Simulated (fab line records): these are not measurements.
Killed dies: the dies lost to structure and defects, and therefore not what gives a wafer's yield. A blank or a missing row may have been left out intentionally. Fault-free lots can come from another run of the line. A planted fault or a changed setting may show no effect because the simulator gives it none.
What tool caused it? || flow nand_harc || 36 wafers from 12 lots sampled at 5 of the route's 1302 steps

== WHAT THE GAUGES READ, wafer by wafer ==
NHARC_P_GATE_CD_MEAS_59: the cd target is 720 nm.
{"lot": "L075", "measured": "day 6 01:56", "on": "cd_sem-03", "cd_nm (nm)": "718.3 721.7 721.6"}
{"lot": "L077", "measured": "day 6 18:26", "on": "cd_sem-03", "cd_nm (nm)": "716.0 717.7 717.9"}
{"lot": "L078", "measured": "day 7 11:29", "on": "cd_sem-01", "cd_nm (nm)": "721.3 720.9 721.8"}
{"lot": "L081", "measured": "day 8 15:05", "on": "cd_sem-02", "cd_nm (nm)": "717.9 718.5 717.9"}
{"lot": "L083", "measured": "day 9 06:21", "on": "cd_sem-03", "cd_nm (nm)": "717.8 721.2 721.0"}
{"lot": "L085", "measured": "day 10 10:23", "on": "cd_sem-02", "cd_nm (nm)": "723.4 717.7 722.8"}
{"lot": "L087", "measured": "day 11 02:35", "on": "cd_sem-01", "cd_nm (nm)": "715.4 717.4 718.4"}
{"lot": "L089", "measured": "day 11 19:34", "on": "cd_sem-02", "cd_nm (nm)": "720.5 718.6 721.6"}
{"lot": "L092", "measured": "day 12 22:23", "on": "cd_sem-03", "cd_nm (nm)": "719.4 718.9 717.7"}
{"lot": "L093", "measured": "day 13 14:02", "on": "cd_sem-02", "cd_nm (nm)": "720.1 722.5 721.5"}
{"lot": "L095", "measured": "day 14 12:25", "on": "cd_sem-02", "cd_nm (nm)": "718.0 717.0 718.9"}
{"lot": "L097", "measured": "day 15 11:29", "on": "cd_sem-03", "cd_nm (nm)": "723.0 722.2 720.0"}

== WHICH TOOL RAN EACH LOT (tool, then ch and the chambers of the sampled wafers, then the start) ==
{"lot": "L075", "NHARC_P_GATE_HM_DEP_102": "acl_dep-01 ch 0, day 5 10:53", "NHARC_P_GATE_DEP_103": "pecvd-01 ch 0,1,2, day 5 11:37", "NHARC_P_GATE_DESCUM_31": "rie_diel-04 ch 1,3, day 5 12:26", "NHARC_P_GATE_STRIP_75": "plasma_asher-02 ch 1, day 6 01:01"}
{"lot": "L077", "NHARC_P_GATE_HM_DEP_102": "acl_dep-02 ch 0, day 6 03:19", "NHARC_P_GATE_DEP_103": "pecvd-02 ch 0,1, day 6 04:02", "NHARC_P_GATE_DESCUM_31": "rie_diel-08 ch 0,1, day 6 04:51", "NHARC_P_GATE_STRIP_75": "plasma_asher-01 ch 0,1, day 6 17:31"}
{"lot": "L078", "NHARC_P_GATE_HM_DEP_102": "acl_dep-03 ch 0, day 6 20:16", "NHARC_P_GATE_DEP_103": "pecvd-03 ch 0,1,2, day 6 21:20", "NHARC_P_GATE_DESCUM_31": "rie_diel-08 ch 1,2, day 6 22:03", "NHARC_P_GATE_STRIP_75": "plasma_asher-02 ch 0,1, day 7 10:34"}
{"lot": "L081", "NHARC_P_GATE_HM_DEP_102": "acl_dep-03 ch 0, day 7 23:34", "NHARC_P_GATE_DEP_103": "pecvd-02 ch 0,1,2, day 8 00:14", "NHARC_P_GATE_DESCUM_31": "rie_diel-08 ch 1,2,3, day 8 01:05", "NHARC_P_GATE_STRIP_75": "plasma_asher-02 ch 0,1, day 8 14:10"}
{"lot": "L083", "NHARC_P_GATE_HM_DEP_102": "acl_dep-02 ch 0, day 8 15:16", "NHARC_P_GATE_DEP_103": "pecvd-02 ch 1,2, day 8 15:56", "NHARC_P_GATE_DESCUM_31": "rie_diel-01 ch 1,2, day 8 16:49", "NHARC_P_GATE_STRIP_75": "plasma_asher-02 ch 0,1, day 9 05:26"}
{"lot": "L085", "NHARC_P_GATE_HM_DEP_102": "acl_dep-02 ch 0, day 9 19:22", "NHARC_P_GATE_DEP_103": "pecvd-01 ch 0,1,2, day 9 20:02", "NHARC_P_GATE_DESCUM_31": "rie_diel-04 ch 0,2,3, day 9 20:47", "NHARC_P_GATE_STRIP_75": "plasma_asher-01 ch 0,1, day 10 09:35"}
{"lot": "L087", "NHARC_P_GATE_HM_DEP_102": "acl_dep-03 ch 0, day 10 11:32", "NHARC_P_GATE_DEP_103": "pecvd-03 ch 0,1, day 10 12:05", "NHARC_P_GATE_DESCUM_31": "rie_diel-01 ch 0,1, day 10 12:57", "NHARC_P_GATE_STRIP_75": "plasma_asher-02 ch 0,1, day 11 01:40"}
{"lot": "L089", "NHARC_P_GATE_HM_DEP_102": "acl_dep-01 ch 0, day 11 04:23", "NHARC_P_GATE_DEP_103": "pecvd-03 ch 0,2, day 11 05:04", "NHARC_P_GATE_DESCUM_31": "rie_diel-04 ch 0,2,3, day 11 06:02", "NHARC_P_GATE_STRIP_75": "plasma_asher-01 ch 0,1, day 11 18:38"}
{"lot": "L092", "NHARC_P_GATE_HM_DEP_102": "acl_dep-02 ch 0, day 12 07:13", "NHARC_P_GATE_DEP_103": "pecvd-02 ch 0,1, day 12 07:52", "NHARC_P_GATE_DESCUM_31": "rie_diel-01 ch 0,1,3, day 12 08:44", "NHARC_P_GATE_STRIP_75": "plasma_asher-01 ch 0,1, day 12 21:28"}
{"lot": "L093", "NHARC_P_GATE_HM_DEP_102": "acl_dep-02 ch 0, day 12 22:56", "NHARC_P_GATE_DEP_103": "pecvd-02 ch 1,2, day 12 23:37", "NHARC_P_GATE_DESCUM_31": "rie_diel-04 ch 1,2,3, day 13 00:20", "NHARC_P_GATE_STRIP_75": "plasma_asher-01 ch 0,1, day 13 13:06"}
{"lot": "L095", "NHARC_P_GATE_HM_DEP_102": "acl_dep-02 ch 0, day 13 21:12", "NHARC_P_GATE_DEP_103": "pecvd-01 ch 0,2, day 13 21:52", "NHARC_P_GATE_DESCUM_31": "rie_diel-04 ch 0,1,3, day 13 22:46", "NHARC_P_GATE_STRIP_75": "plasma_asher-02 ch 0,1, day 14 11:30"}
{"lot": "L097", "NHARC_P_GATE_HM_DEP_102": "acl_dep-03 ch 0, day 14 20:33", "NHARC_P_GATE_DEP_103": "pecvd-03 ch 0,1,2, day 14 21:03", "NHARC_P_GATE_DESCUM_31": "rie_diel-01 ch 0,1,3, day 14 21:56", "NHARC_P_GATE_STRIP_75": "plasma_asher-02 ch 0,1, day 15 10:35"}
- NHARC_P_GATE_HM_DEP_102: deposits aC, target thk 120 nm.
- NHARC_P_GATE_DEP_103: deposits SiON, target thk 30 nm.
- NHARC_P_GATE_DESCUM_31: chemistry O2, time 3 s.
- NHARC_P_GATE_STRIP_75: strips in O2.

== THE ANSWER, worked out from the rows above alone ==
Rule: the lots themselves supply what counts as usual. The widest of any qualifying gaps counts: lots, ordered by their means at a reading, are off when they make up no more than a third of the lots, leave a main group of 4 or more, and stand apart from it by 3 or more times the standard deviation of that group's means. Not used: any main group whose means are identical at the precision the tables above print for the reading. Also off: a lot with no number at a reading for which 4 or more lots have one. Where the step has rows for the other lots, those lots are counted as sound.
Nothing can be told from this: no lot is off at any reading shown.

== WHAT THE SIMULATOR PUT IN ==
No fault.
